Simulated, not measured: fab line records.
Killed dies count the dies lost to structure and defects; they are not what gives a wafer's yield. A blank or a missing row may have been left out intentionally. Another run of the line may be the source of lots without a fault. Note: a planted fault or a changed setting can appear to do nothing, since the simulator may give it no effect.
Struck lot and sound lot, side by side	flow nand harc	14 steps out of a route of 1302
Sound: the wafers L530.2, L530.3, L530.4. Wafers L540.2, L540.3, L540.5 were the ones struck. The cause is named last.
Each step with rows lists, per side, the tool, then ch with its chambers, then its first start. Under that, the readings that differ: sound wafers	struck wafers	difference of the means	sigmas: that difference in standard deviations of wafers without a fault.
alike: readings with means less than 2 such deviations apart, plus words and numbers identical on both sides. not compared: withheld readings, readings lacking a value on some wafer, bounds such as >300 that could conceal the same value, and numbers that have no deviation in the record and whose values overlap.
The two part at a step that has a row with sigmas, a row that says differs or no value, or rows on one side only. Non-overlapping numbers with no deviation appear without sigmas and do not part them. A reading that every wafer of one side lacks parts them only if that side has two wafers or more.

first, 3 steps without rows for these wafers: NHARC_A_STAIRCASE_STRIP_447 (strips in SPM, time 900 s); NHARC_A_STAIRCASE_PRECLEAN_448 (cleans in SC1); NHARC_A_STAIRCASE_SRD_449.
NHARC_A_STAIRCASE_CMP_450: polishes SiO2, target thk 200 nm.
  sound on cmp-04 ch 0,1,2, day 18 17:09; struck on cmp-03 ch 1,2,3, day 22 23:59
  alike: motor current A
then, 3 steps without rows for these wafers: NHARC_A_STAIRCASE_CMP_152 (polishes); NHARC_A_STAIRCASE_SRD_154; NHARC_A_STAIRCASE_ETCH_403 (etches SiO2 in dHF, target depth 108.2 nm).
NHARC_A_STAIRCASE_ETCHBACK_422: etches the open film in CH3F/O2, target depth 40 nm, time 74.286 s.
  sound on rie diel-04 ch 0,1,2, day 18 17:41; struck on rie diel-10 ch 0,1,3, day 23 00:32
  alike: bias w, drypump motor current A, oes product au, rf vpp V, showerhead plenum p Torr, throttle valve pct
  not compared: rf hours counter h
then, 1 step without rows for these wafers: NHARC_A_STAIRCASE_ETCH_423 (etches SiO2 in dHF, target depth 30 nm).
NHARC_A_STAIRCASE_ETCHBACK_157: etches the open film in CH3F/O2, target depth 90 nm, time 167.14 s.
  sound on rie diel-04 ch 0,1,3, day 18 18:03; struck on rie diel-05 ch 0,1,2, day 23 00:55
  alike: bias w, drypump motor current A, oes product au, rf vpp V, showerhead plenum p Torr, throttle valve pct
  not compared: rf hours counter h
NHARC_A_STAIRCASE_STRIP_475: strips in O2, time 20 s.
  sound: rie diel-04 ch 1,2,3; struck: rie diel-05 ch 1,2
reading	sound	struck	difference	sigmas
drypump motor current A (A)	6.6 6.6 5.8	5.5 5.1 5.1	-1.1	-2
  alike: oes product au, rf vpp V, showerhead plenum p Torr, throttle valve pct
  not compared: rf hours counter h
NHARC_A_STAIRCASE_DEP_471: deposits SiO2, target thk 100 nm.
  sound on pecvd-04 ch 0,1,2, day 18 18:20; struck on pecvd-03 ch 0,1, day 23 01:11
reading	sound	struck	difference	sigmas
rf fwd power W (W)	894.7 900.8 899.4	752.0 747.7 750.2	-148.3	-59
  alike: heater power w, throttle valve pct
NHARC_A_STAIRCASE_CMP_472: polishes SiO2.
  sound on cmp-03 ch 0,1,2, day 18 18:37; struck on cmp-04 ch 0,1,2, day 23 01:26
  alike: motor current A
NHARC_END_SORT_01:
  the record has rows for the sound wafers here (prober-02 ch 0, day 23 21:58) and none for the struck ones

== WHERE THEY PART ==
Earliest at NHARC_A_STAIRCASE_STRIP_475; latest, in this record, at NHARC_END_SORT_01.

WHY: whatever the simulator had introduced
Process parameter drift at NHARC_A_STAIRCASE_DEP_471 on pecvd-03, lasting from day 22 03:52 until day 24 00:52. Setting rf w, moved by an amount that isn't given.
